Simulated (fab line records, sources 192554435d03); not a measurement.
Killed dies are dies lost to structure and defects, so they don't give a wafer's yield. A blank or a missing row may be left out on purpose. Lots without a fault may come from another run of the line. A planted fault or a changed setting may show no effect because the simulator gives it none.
Split-lot experiment | flow n5_finfet | 7 lots, 21 wafers read, on a route of 1938 steps

THE SPLIT
At N5_BEOL_M8_EXPOSE_25 (exposes mask V7, target cd 40 nm), the setting dose_mj was moved away from the recipe's 42.5 on 8 of the 21 wafers read, by -3.1% to +6.8%. The other wafers ran this setting at the recipe's value.

FROM THE SPLIT TO THE READING: what the file shows between them, 2 steps
- N5_BEOL_M8_PEB_26: peb time 60 s
- N5_BEOL_M8_DEVELOP_27: develop time 30 s

THE READING
cd_nm, in nm, at N5_BEOL_M8_CD_MEAS_28 (target cd 40 nm). Fault-free wafers of this fab line usually give 39.97 nm, standard deviation 0.24 nm.

wafer  | tool, chamber at the split | dose_mj as run | against the recipe | cd_nm, nm | against lot-mates on the recipe
L075.1 | euv_scanner-01, 0          | 43.62          | +2.6%              | 40.95     | +1.19
L075.3 | euv_scanner-01, 0          | 42.5           | recipe             | 39.76     | -
L075.6 | euv_scanner-01, 0          | 43.62          | +2.6%              | 40.28     | +0.52
L080.2 | euv_scanner-02, 0          | 41.53          | -2.3%              | 39.38     | -0.60
L080.3 | euv_scanner-02, 0          | 42.5           | recipe             | 40.24     | -
L080.5 | euv_scanner-02, 0          | 42.5           | recipe             | 39.72     | -
L085.3 | euv_scanner-02, 0          | 42.5           | recipe             | 40.11     | -
L085.5 | euv_scanner-02, 0          | 42.5           | recipe             | 39.74     | -
L085.6 | euv_scanner-02, 0          | 42.5           | recipe             | 39.79     | -
L084.1 | euv_scanner-01, 0          | 43.82          | +3.1%              | 40.37     | +0.30
L084.5 | euv_scanner-01, 0          | 42.5           | recipe             | 40.07     | -
L084.6 | euv_scanner-01, 0          | 43.82          | +3.1%              | 40.46     | +0.39
L089.2 | euv_scanner-02, 0          | 42.5           | recipe             | 39.83     | -
L089.5 | euv_scanner-02, 0          | 42.5           | recipe             | 40.17     | -
L089.6 | euv_scanner-02, 0          | 41.2           | -3.1%              | 39.69     | -0.31
L094.1 | euv_scanner-02, 0          | 42.5           | recipe             | 40.05     | -
L094.2 | euv_scanner-02, 0          | 42.5           | recipe             | 39.93     | -
L094.4 | euv_scanner-02, 0          | 45.39          | +6.8%              | 41.30     | +1.31
L096.1 | euv_scanner-01, 0          | 42.5           | recipe             | 39.84     | -
L096.3 | euv_scanner-01, 0          | 42.5           | recipe             | 39.87     | -
L096.6 | euv_scanner-01, 0          | 41.34          | -2.7%              | 39.40     | -0.46

THE FIT
A straight line over all 21 wafers: cd_nm changes by +0.189 nm for each +1% of dose_mj; r = +0.90; the points scatter about the line by 0.21 nm.
The same after taking each lot's own level away (the mean of its wafers on the recipe; 21 wafers): +0.186 nm for each +1%; r = +0.88; scatter 0.23 nm.
On that fit, the largest move of dose_mj shifts the reading by 1.3 nm.
The lots' own levels span 39.760 to 40.070 nm, that is 1.3 times the standard deviation above.
So the lot-to-lot level changes the slope little: the two slopes agree.
Check: with one of the wafers moved furthest among these (+6.8%) left out of the fit, the line predicts +1.27 nm for it against its lot-mates. It came out at +1.31 nm against them.

THE WHOLE CHAIN: every reading that the file lists as answering this split, in the file's order
step                   | what it does                                                        | reading                                                        | change (the file's fit)               | r (the file's)
N5_BEOL_M8_CD_MEAS_28  | target cd 40 nm                                                     | cd_nm                                                          | +0.186 nm for each +1% of the setting | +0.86
N5_BEOL_M8_DESCUM_33   | chemistry O2, time 7 s                                              | BEOL_M8.cd_nm (the simulator's own value, which no gauge read) | +0.209 nm for each +1% of the setting | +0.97
N5_BEOL_M8_ETCH_72     | etches underlayer in N2/H2, target depth 6.5 nm, time 5.2 s         | BEOL_M8.cd_nm (the simulator's own value, which no gauge read) | +0.199 nm for each +1% of the setting | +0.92
N5_BEOL_M8_ETCH_66     | etches SOC in N2/H2, target depth 80 nm, overetch 16 nm, time 120 s | BEOL_M8.cd_nm (the simulator's own value, which no gauge read) | +0.235 nm for each +1% of the setting | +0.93
N5_BEOL_M8_VIA_ETCH_34 | etches SiCOH lowk in C4F6/O2, target depth 125.5 nm, time 50.5 s    | BEOL_M8.cd_nm (the simulator's own value, which no gauge read) | +0.245 nm for each +1% of the setting | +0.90

THE FILE'S OWN FIT
cd_nm changes by +0.186 nm for each +1% of dose_mj, r = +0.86.
